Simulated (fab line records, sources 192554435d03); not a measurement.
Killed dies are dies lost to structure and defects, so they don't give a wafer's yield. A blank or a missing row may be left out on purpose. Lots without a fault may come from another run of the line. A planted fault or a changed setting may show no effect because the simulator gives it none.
Which tool did it? | flow n5_finfet | 12 lots, 33 wafers sampled, at 3 steps of a route of 1938

WHAT THE GAUGES READ, wafer by wafer
N5_MIM_BOT_LITHO_CD_MEAS_08: target cd 3000 nm. Usual: cd_nm 2999.8 nm, standard deviation 1.9.
lot  | measured     | on        | cd_nm (nm)           | flag
L856 | day 13 05:54 | cd_sem-02 | 3002.0 3001.9 3001.3 |
L858 | day 13 07:20 | cd_sem-03 | 2997.4 2996.6 2995.5 |
L860 | day 13 16:34 | cd_sem-02 | 2999.4 2998.0 2997.1 |
L862 | day 14 07:58 | cd_sem-02 | 3002.2 2999.8 3000.0 |
L863 | day 14 15:36 | cd_sem-03 | 3000.3 3001.2 3001.4 |
L865 | day 15 02:26 | cd_sem-01 | 2998.9 3001.0 2998.2 |
L871 | day 15 21:41 | cd_sem-03 | 3001.2 3001.1 3002.7 |
L873 | day 16 09:10 | cd_sem-03 | 3000.8 3000.5 3001.7 |
L872 | day 16 15:07 | cd_sem-03 | 2997.0 2997.9        |
L875 | day 16 16:28 | cd_sem-01 | 3001.0 2997.6        |
L879 | day 17 23:44 | cd_sem-02 | 2999.6 2999.8 2999.1 |
L878 | day 18 04:26 | cd_sem-01 | 3001.3 2999.3        |

WHICH TOOL RAN EACH LOT (tool, then ch and the chambers of the sampled wafers, then the start)
lot  | N5_BEOL_M5_SPUTTER_88        | N5_PASSIVATION_PECVD_00
L856 | pvd_sputter-03, day 9 10:16  | pecvd-04 ch 0,2, day 13 00:33
L858 | pvd_sputter-02, day 9 13:59  | pecvd-03 ch 0,1, day 13 03:53
L860 | pvd_sputter-01, day 10 01:23 | pecvd-02 ch 0,1, day 13 14:06
L862 | pvd_sputter-02, day 10 02:27 | pecvd-02 ch 0,1,2, day 14 03:31
L863 | pvd_sputter-03, day 10 11:46 | pecvd-04 ch 0,1,2, day 14 10:19
L865 | pvd_sputter-03, day 11 01:32 | pecvd-02 ch 0,1,2, day 14 22:34
L871 | pvd_sputter-01, day 12 08:52 | pecvd-02 ch 0,1,2, day 15 15:19
L873 | pvd_sputter-02, day 12 17:02 | pecvd-04 ch 0,1,2, day 16 05:49
L872 | pvd_sputter-02, day 12 23:16 | pecvd-02 ch 1,2, day 16 10:20
L875 | pvd_sputter-02, day 13 05:15 | pecvd-02 ch 0,2, day 16 12:54
L879 | pvd_sputter-01, day 14 17:55 | pecvd-04 ch 0,2, day 17 20:26
L878 | pvd_sputter-02, day 14 19:31 | pecvd-02 ch 0,1, day 18 01:31
- N5_BEOL_M5_SPUTTER_88: material Cu, target thk 15 nm, time 27.62 s.
- N5_PASSIVATION_PECVD_00: deposits SiO2 from SiH4/N2O, target thk 200 nm, time 11.2 s.

WHAT THE TOOLS THEMSELVES READ (means of the sampled wafers that have a number; where no wafer has one, the mark that the record gives instead)
N5_BEOL_M5_SPUTTER_88. Usual: throttle_valve_pct 30.8 %, standard deviation 0.93.
lot  | tool           | throttle_valve_pct (%) | flag
L856 | pvd_sputter-03 | 31.5                   |
L858 | pvd_sputter-02 | 30.9                   |
L860 | pvd_sputter-01 | 29.9                   |
L862 | pvd_sputter-02 | 31.2                   |
L863 | pvd_sputter-03 | 31.0                   |
L865 | pvd_sputter-03 | 31.2                   |
L871 | pvd_sputter-01 | 29.8                   |
L873 | pvd_sputter-02 | 30.4                   |
L872 | pvd_sputter-02 | 31.0                   |
L875 | pvd_sputter-02 | 31.1                   |
L879 | pvd_sputter-01 | 29.8                   |
L878 | pvd_sputter-02 | 30.1                   |

N5_PASSIVATION_PECVD_00. Usual: heater_power_w 634 W, standard deviation 75; showerhead_plenum_p_Torr 8.20 Torr, standard deviation 0.075; throttle_valve_pct 50.5 %, standard deviation 3.
lot  | tool     | heater_power_w (W) | showerhead_plenum_p_Torr (Torr) | throttle_valve_pct (%) | flag
L856 | pecvd-04 | 724                | 8.18                            | 51.0                   |
L858 | pecvd-03 | 660                | 8.30                            | 52.5                   |
L860 | pecvd-02 | 610                | 8.15                            | 51.9                   |
L862 | pecvd-02 | 577                | 8.18                            | 50.1                   |
L863 | pecvd-04 | 636                | 8.24                            | 50.2                   |
L865 | pecvd-02 | 559                | 8.16                            | 50.3                   |
L871 | pecvd-02 | 624                | 8.19                            | 50.2                   |
L873 | pecvd-04 | 696                | 8.24                            | 50.4                   |
L872 | pecvd-02 | 618                | 8.19                            | 49.8                   |
L875 | pecvd-02 | 607                | 8.12                            | 48.8                   |
L879 | pecvd-04 | 721                | 8.19                            | 51.1                   |
L878 | pecvd-02 | 544                | 8.20                            | 52.4                   |

THE ANSWER, worked out from the rows above alone
Rule: a lot is off if the mean of its wafers that have a number lies more than 3 standard deviations from the usual mean. A lot without any number at a reading at which 4 lots or more have one is off too. The other lots that the step has rows for count as sound. The gauges are gone through in route order, then the tools' own readings, and for those a lot's mean is taken as printed above. The first step at which some lot is off is used, and at that step the reading that is off furthest; a lot without a number counts as furthest.
No lot is off at any reading shown: from this, nothing can be told.

WHAT THE SIMULATOR HAD PUT IN
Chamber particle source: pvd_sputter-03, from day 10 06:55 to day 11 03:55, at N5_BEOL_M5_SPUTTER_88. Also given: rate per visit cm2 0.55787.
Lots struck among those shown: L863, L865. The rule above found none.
